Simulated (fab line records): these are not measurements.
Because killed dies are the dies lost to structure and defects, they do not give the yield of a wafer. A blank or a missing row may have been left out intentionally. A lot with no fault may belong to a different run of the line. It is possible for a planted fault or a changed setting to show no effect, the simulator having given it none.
fab line records	flow nandHarc
record: lots: 14	wafers: 42	lastDay: 32
route steps=1302 shown P_M0@273 P_M1@293 END@1302
lots with no fault: from the same line, run without faults
startH: hours from the record's opening day to when the first of the lot's shown wafers began	waitH: hours from the lot's prior step to this one	" the same as in the row above	L1.1+2: a single row standing in for several wafers	- no value, or no start was given	* or withheld: withheld	< > ~ a bound
route shown NAME@n: a module of which the file shows steps, and the number in the route of the first	usual: mean and standard deviation over wafers with no fault	same: alike in all rows	chamber/n: place in a boat	sites: readings site by site	_std_site: standard deviation across them	_edge_site: outer sites' mean less inner sites'	radiusMm: for every site, how far away it sits from the centre of the wafer	mask NAME#n: copy n	behind: the tool/chamber that last shaped the wafer	hold: why the lot was held/for how many hours/how that ended	device: transistor that didn't switch, given as n, p or np	end of line: tests of these same wafers at the route's end	a step given without rows: its recipe and nothing more	killed: dies that structure and defects cost at the first sort, which is not the same as the wafer's yield	map: the dies of a wafer, with x for killed, . for not killed, _ for no die there
set.NAME: the setting that was run; set.NAME@STEP: the one run at that earlier step	model.NAME: the simulator's own value behind a step, which no gauge read
a sample of lots followed through the steps of the route, with each step as a table and each wafer as a row
services: the hour from which a tool's chamber was out of use, counted from the record's first day as startH (under 0 if before that day), plus the number of hours and why
== steps ==
step: NHARC_P_M0_PRE_CLEAN_29
recipe: timeS: 30	tempC: 280	gas: H2/He
usual: heaterPowerW: 403/30
lot.wafer	tool	chamber	startH	waitH	heaterPowerW
L487.1	pvdSputter-02	-	-	-	419
L487.2	"	-	"	"	348
L487.3	"	-	"	"	433
L489.2	pvdSputter-02	-	-	-	431
L489.3	"	-	"	"	341
L489.6	"	-	"	"	439
L490.4	pvdSputter-02	-	-	-	408
L490.5	"	-	"	"	342
L490.6	"	-	"	"	437
L492.1	pvdSputter-01	-	-	-	388
L492.4	"	-	"	"	413
L492.5	"	-	"	"	396
L495.4	pvdSputter-01	-	-	-	411
L495.2	"	-	"	"	360
L495.5	"	-	"	"	411
L496.1	pvdSputter-02	-	-	-	418
L496.5	"	-	"	"	426
L496.6	"	-	"	"	424
L498.3	pvdSputter-02	-	-	-	429
L498.4	"	-	"	"	414
L498.6	"	-	"	"	406
L499.4	pvdSputter-02	-	-	-	428
L499.6	"	-	"	"	436
L499.5	"	-	"	"	417
L501.2	pvdSputter-01	-	-	-	393
L501.4	"	-	"	"	390
L501.5	"	-	"	"	396
L502.1	pvdSputter-02	-	-	-	353
L502.3	"	-	"	"	433
L502.6	"	-	"	"	429
L504.3	pvdSputter-02	-	-	-	348
L504.2	"	-	"	"	409
L504.5	"	-	"	"	360
L505.4	pvdSputter-03	-	-	-	438
L505.2	"	-	"	"	365
L505.1	"	-	"	"	432
L506.3	pvdSputter-01	-	-	-	397
L506.1	"	-	"	"	362
L506.5	"	-	"	"	418
L508.4	pvdSputter-03	-	-	-	434
L508.2	"	-	"	"	443
L508.5	"	-	"	"	362
step: NHARC_P_M0_PVD_21
recipe: targetThkA: 300	chamberPressurePa: 5	powerW: 5000	substrateTempC: 30	timeS: 20.49	material: Cu
usual: throttleValvePct: 29.9/0.87
lot.wafer	tool	chamber	startH	waitH	throttleValvePct
L487.1	pvdSputter-02	-	-	-	30.4
L487.2	"	-	"	"	31.1
L487.3	"	-	"	"	30.0
L489.2	pvdSputter-02	-	-	-	30.3
L489.3	"	-	"	"	30.0
L489.6	"	-	"	"	30.4
L490.4	pvdSputter-02	-	-	-	30.3
L490.5	"	-	"	"	31.0
L490.6	"	-	"	"	29.9
L492.4	pvdSputter-01	-	-	-	31.1
L492.1	"	-	"	"	30.3
L492.5	"	-	"	"	28.0
L495.2	pvdSputter-01	-	-	-	31.3
L495.4	"	-	"	"	27.9
L495.5	"	-	"	"	29.7
L496.1	pvdSputter-02	-	-	-	30.3
L496.5	"	-	"	"	30.3
L496.6	"	-	"	"	30.1
L498.4	pvdSputter-02	-	-	-	30.3
L498.3	"	-	"	"	30.7
L498.6	"	-	"	"	30.3
L499.4	pvdSputter-02	-	-	-	30.0
L499.5	"	-	"	"	30.9
L499.6	"	-	"	"	29.8
L501.4	pvdSputter-01	-	-	-	28.4
L501.2	"	-	"	"	28.8
L501.5	"	-	"	"	28.4
L502.1	pvdSputter-02	-	-	-	30.9
L502.3	"	-	"	"	30.1
L502.6	"	-	"	"	30.3
L504.3	pvdSputter-02	-	-	-	30.3
L504.2	"	-	"	"	30.7
L504.5	"	-	"	"	30.1
L505.1	pvdSputter-03	-	-	-	28.6
L505.2	"	-	"	"	29.4
L505.4	"	-	"	"	28.7
L506.3	pvdSputter-01	-	-	-	28.7
L506.1	"	-	"	"	30.8
L506.5	"	-	"	"	28.5
L508.4	pvdSputter-03	-	-	-	29.5
L508.2	"	-	"	"	29.5
L508.5	"	-	"	"	28.7
step: NHARC_P_M0_DEP_32
recipe: targetThkA: 300	tempC: 370	targetThkNm: 30	pressureTorr: 3	flowSccm: 200	rfW: 450	material: SiCN
usual: heaterPowerW: 548/75
lot.wafer	tool	chamber	startH	waitH	heaterPowerW
L487.3	pecvd-02	2	132.75	0.1	566
L487.2	"	0	"	"	598
L487.1	"	1	"	"	513
L489.2	pecvd-01	1	148.48	0.1	513
L489.3	"	2	"	"	470
L489.6	"	1	"	"	507
L490.4	pecvd-03	1	158.84	0.2	483
L490.6	"	2	"	"	588
L490.5	"	0	"	"	756
L492.1	pecvd-02	1	179.45	0.1	424
L492.5	"	0	"	"	575
L492.4	"	1	"	"	421
L495.2	pecvd-02	0	201.80	0.1	611
L495.5	"	2	"	"	521
L495.4	"	1	"	"	499
L496.1	pecvd-03	2	218.57	0.1	567
L496.5	"	1	"	"	469
L496.6	"	0	"	"	679
L498.3	pecvd-03	0	229.62	0.1	608
L498.6	"	1	"	"	547
L498.4	"	0	"	"	644
L499.6	pecvd-01	2	244.93	0.2	464
L499.4	"	0	"	"	488
L499.5	"	1	"	"	503
L501.2	pecvd-03	1	269.11	0.1	538
L501.5	"	2	"	"	523
L501.4	"	1	"	"	537
L502.1	pecvd-01	0	269.17	0.1	545
L502.3	"	1	"	"	516
L502.6	"	0	"	"	552
L504.3	pecvd-03	1	294.89	0.1	498
L504.2	"	0	"	"	703
L504.5	"	0	"	"	690
L505.2	pecvd-03	1	307.08	0.1	429
L505.1	"	2	"	"	569
L505.4	"	2	"	"	570
L506.3	pecvd-02	1	314.13	0.1	545
L506.1	"	2	"	"	549
L506.5	"	1	"	"	541
L508.2	pecvd-03	0	332.53	0.1	595
L508.5	"	0	"	"	610
L508.4	"	1	"	"	525
step: NHARC_P_M1_PEB_07
recipe: pebTempC: 100	pebTimeS: 65
usual: exhaustPa: 45.0/0.91	heaterPowerTotalW: 156.6/0.43	plateTempC: 100.03/0.12
lot.wafer	tool	chamber	startH	waitH	exhaustPa	heaterPowerTotalW	plateTempC
L487.1	lithoTrack-06	0	133.87	0.1	44.1	157.0	100.04
L487.2	"	0	"	"	45.0	156.7	100.10
L487.3	"	0	"	"	44.3	157.1	100.11
L489.2	lithoTrack-04	0	149.47	0.1	45.5	157.1	100.14
L489.3	"	0	"	"	45.3	157.2	100.04
L489.6	"	0	"	"	44.8	157.0	100.19
L490.4	lithoTrack-04	0	159.91	0.0	44.7	156.2	100.07
L490.5	"	0	"	"	45.1	156.0	100.04
L490.6	"	0	"	"	44.5	155.9	100.08
L492.1	lithoTrack-01	0	180.58	0.1	44.8	156.0	100.17
L492.4	"	0	"	"	46.5	156.2	100.15
L492.5	"	0	"	"	45.9	156.5	100.30
L495.2	lithoTrack-04	0	202.92	0.1	44.5	156.5	99.96
L495.4	"	0	"	"	46.7	156.0	100.06
L495.5	"	0	"	"	45.2	157.2	100.04
L496.1	lithoTrack-06	0	219.69	0.1	43.6	156.7	100.30
L496.5	"	0	"	"	44.3	157.1	99.93
L496.6	"	0	"	"	43.5	157.1	100.04
L498.3	lithoTrack-01	0	230.68	0.0	44.1	156.6	99.76
L498.4	"	0	"	"	45.3	157.1	100.04
L498.6	"	0	"	"	44.2	156.2	99.78
L499.4	lithoTrack-06	0	245.95	0.0	45.5	157.2	99.98
L499.5	"	0	"	"	44.5	156.0	100.11
L499.6	"	0	"	"	45.4	156.4	100.25
L501.2	lithoTrack-04	0	270.17	0.1	45.4	156.3	100.24
L501.4	"	0	"	"	45.4	157.0	100.08
L501.5	"	0	"	"	45.6	156.1	100.06
L502.1	lithoTrack-06	0	270.32	0.1	44.7	151.4	97.53
L502.3	"	0	"	"	46.0	151.3	97.61
L502.6	"	0	"	"	42.9	151.7	97.59
L504.2	lithoTrack-06	0	295.93	0.1	45.6	151.5	97.64
L504.3	"	0	"	"	46.2	151.2	97.58
L504.5	"	0	"	"	45.7	151.5	97.66
L505.1	lithoTrack-04	0	308.20	0.1	44.3	157.0	100.15
L505.2	"	0	"	"	45.4	156.1	100.01
L505.4	"	0	"	"	45.4	156.0	100.02
L506.1	lithoTrack-01	0	315.28	0.1	43.1	156.2	100.13
L506.3	"	0	"	"	44.7	156.1	100.10
L506.5	"	0	"	"	43.8	156.5	100.17
L508.2	lithoTrack-04	0	333.66	0.1	44.6	156.0	100.23
L508.4	"	0	"	"	43.3	156.1	100.10
L508.5	"	0	"	"	45.0	157.1	100.08
step: NHARC_P_M1_CD_MEAS_09
recipe: targetCdNm: 130	landingEnergyEv: 500
usual: cdNm: 129.6/0.59
lot.wafer	tool	chamber	startH	waitH	cdNm
L487.1	cdSem-01	0	133.95	-	128.0
L487.2	"	0	"	"	128.9
L487.3	"	0	"	"	128.7
L489.2	cdSem-02	0	149.56	-	130.2
L489.3	"	0	"	"	129.4
L489.6	"	0	"	"	129.9
L490.4	cdSem-01	0	160.00	-	129.0
L490.5	"	0	"	"	130.1
L490.6	"	0	"	"	129.4
L492.1	cdSem-02	0	180.66	-	129.6
L492.4	"	0	"	"	131.0
L492.5	"	0	"	"	130.0
L495.2	cdSem-03	0	203.00	-	128.8
L495.4	"	0	"	"	129.6
L495.5	"	0	"	"	129.8
L496.1	cdSem-02	0	219.77	-	129.2
L496.5	"	0	"	"	130.5
L496.6	"	0	"	"	129.8
L498.3	cdSem-01	0	230.76	-	128.7
L498.4	"	0	"	"	130.0
L498.6	"	0	"	"	129.7
L499.4	cdSem-01	0	246.04	-	129.7
L499.5	"	0	"	"	129.3
L499.6	"	0	"	"	129.8
L501.2	cdSem-02	0	270.25	-	130.7
L501.4	"	0	"	"	129.7
L501.5	"	0	"	"	129.5
L502.1	cdSem-03	0	270.40	-	119.2
L502.3	"	0	"	"	119.9
L502.6	"	0	"	"	119.8
L504.2	cdSem-03	0	296.01	-	121.4
L504.3	"	0	"	"	120.6
L504.5	"	0	"	"	120.5
L505.1	cdSem-03	0	308.28	-	129.2
L505.2	"	0	"	"	129.0
L505.4	"	0	"	"	129.7
L506.1	cdSem-02	0	315.35	-	130.0
L506.3	"	0	"	"	128.8
L506.5	"	0	"	"	129.5
L508.2	cdSem-01	0	333.74	-	129.0
L508.4	"	0	"	"	130.3
L508.5	"	0	"	"	129.8
step: NHARC_END_SORT_01
recipe: tempC: 25
usual: defectLimitedYield: 91/3.4	killedAtArray: 55/23	killedAtOther: 1.0/1.2	killedAtPeriphery: 3.2/2.7	killedDies: 59/23	killedOpen: 3.1/1.6	killedShort: 2.2/1.5
same: grossDies: 677
lot.wafer	tool	chamber	startH	waitH	defectLimitedYield[%]	killedAtArray	killedAtOther	killedAtPeriphery	killedDies	killedOpen	killedShort
L492.1	prober-02	0	604.53	2.5	93	45	2	0	47	3	2
L492.4	prober-02	0	606.94	3.4	93	45	0	2	47	4	3
L492.5	prober-02	0	607.75	3.7	93	47	0	3	50	3	1
L498.3	prober-02	0	674.99	3.1	84	100	3	3	106	5	1
L498.4	prober-02	0	675.79	3.4	87	86	2	2	90	6	2
L498.6	prober-02	0	677.38	4.0	85	96	2	2	100	3	0
killed by level:class
L492.1 A_SLIT:chamberFilmFlake=24 A_CHANNEL_HOLE_D2:chamberFilmFlake=10 A_CHANNEL_HOLE_D1:chamberFilmFlake=3 STARTING-WAFER:geometricParticle:open=2 A_M1:chamberFilmFlake=2 A_SOURCE_PLATE:geometricParticle:short=1 A_CHANNEL_HOLE_D1:geometricParticle:short=1 A_WL_FILL:geometricParticle:open=1
L492.4 A_SLIT:chamberFilmFlake=22 A_CHANNEL_HOLE_D1:chamberFilmFlake=6 A_CHANNEL_HOLE_D2:chamberFilmFlake=5 A_CONTACT:chamberFilmFlake=3 A_CHANNEL_FILL_D2:geometricParticle:open=2 A_STAIRCASE:chamberFilmFlake=2 P_CONTACT:geometricParticle:open=1 P_M0:geometricParticle:open=1
L492.5 A_SLIT:chamberFilmFlake=27 A_CHANNEL_HOLE_D2:chamberFilmFlake=11 A_CONTACT:chamberFilmFlake=3 A_SOURCE_PLATE:geometricParticle:open=2 P_ZERO_WELL:chamberFilmFlake=2 A_CHANNEL_HOLE_D1:chamberFilmFlake=2 P_M2:geometricParticle:open=1 A_WL_FILL:geometricParticle:short=1
L498.3 A_CHANNEL_HOLE_D1:chamberFilmFlake=32 A_SLIT:chamberFilmFlake=29 A_CHANNEL_HOLE_D2:chamberFilmFlake=18 A_CONTACT:chamberFilmFlake=6 A_M0:chamberFilmFlake=4 P_M0:geometricParticle:open=2 A_CHANNEL_FILL_D2:chamberFilmFlake=2 A_STAIRCASE:chamberFilmFlake=2
L498.4 A_CHANNEL_HOLE_D1:chamberFilmFlake=27 A_SLIT:chamberFilmFlake=26 A_CHANNEL_HOLE_D2:chamberFilmFlake=19 A_M0:chamberFilmFlake=4 A_ONON_D2:geometricParticle:short=2 A_WL_FILL:chamberFilmFlake=2 P_GATE:geometricParticle:open=1 A_ONON_D2:geometricParticle:open=1
L498.6 A_SLIT:chamberFilmFlake=33 A_CHANNEL_HOLE_D1:chamberFilmFlake=29 A_CHANNEL_HOLE_D2:chamberFilmFlake=17 A_M0:chamberFilmFlake=9 A_CONTACT:chamberFilmFlake=3 A_CONTACT:geometricParticle:open=2 P_M0:geometricParticle:open=1 P_GATE:chamberFilmFlake=1
== services ==
tool	chamber	startH	hours	kind
pecvd-03	1	107.47	14.1	repair
pvdSputter-02	-	116.57	6.8	repair
pecvd-01	-	130.00	13.0	pm
pvdSputter-03	-	145.06	2.8	repair
pecvd-02	-	149.17	2.0	repair
lithoTrack-01	-	155.00	7.0	pm
lithoTrack-06	-	179.00	7.0	pm
pecvd-03	-	185.14	13.0	pm
pecvd-03	0	185.14	13.0	ventCycle
pecvd-03	1	185.14	13.0	ventCycle
pecvd-02	-	185.85	1.6	repair
pecvd-02	1	192.22	7.9	repair
lithoTrack-04	-	203.00	7.0	pm
pvdSputter-01	-	226.00	10.0	pm
pecvd-02	-	227.39	13.0	pm
pecvd-03	0	234.06	32.2	repair
pvdSputter-03	-	250.26	0.9	repair
pvdSputter-01	-	258.23	6.3	repair
pvdSputter-02	-	271.33	2.5	repair
pecvd-03	2	274.22	9.9	repair
pvdSputter-02	-	282.00	10.0	pm
pvdSputter-02	-	296.11	3.1	repair
pecvd-01	-	311.21	13.0	pm
lithoTrack-01	-	330.00	7.0	pm
== key ==
firstSign: step: NHARC_P_M1_PEB_07	reading: plateTempC	direction: down	sigmas: 20	usual: *	struck: *
effect: step: NHARC_P_M1_PEB_07	reading: heaterPowerTotalW	direction: down	sigmas: 12	usual: *	struck: *
effect: step: NHARC_P_M1_CD_MEAS_09	reading: cdNm	direction: down	sigmas: 16	usual: 129.6	struck: 120.2
metAt NHARC_P_M1_PEB_07
struckLots L502,L504
rowsEnd L502.1,L502.3,L502.6,L504.2,L504.3,L504.5
notActingAt NHARC_P_M0_PRE_CLEAN_29,NHARC_P_M0_PVD_21,NHARC_P_M0_DEP_32
onsetBetween 245.95 270.32
fault: kind: processParameterDrift	tool: lithoTrack-06	chamber: -	onsetH: 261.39	steps: NHARC_P_M1_PEB_07	channel: pebTempC	offset: *	shape: step	endH: 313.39	actsIn: *	stated: *
rowsEnd: these wafers met a further fault down the route, and their rows from its step on are left out
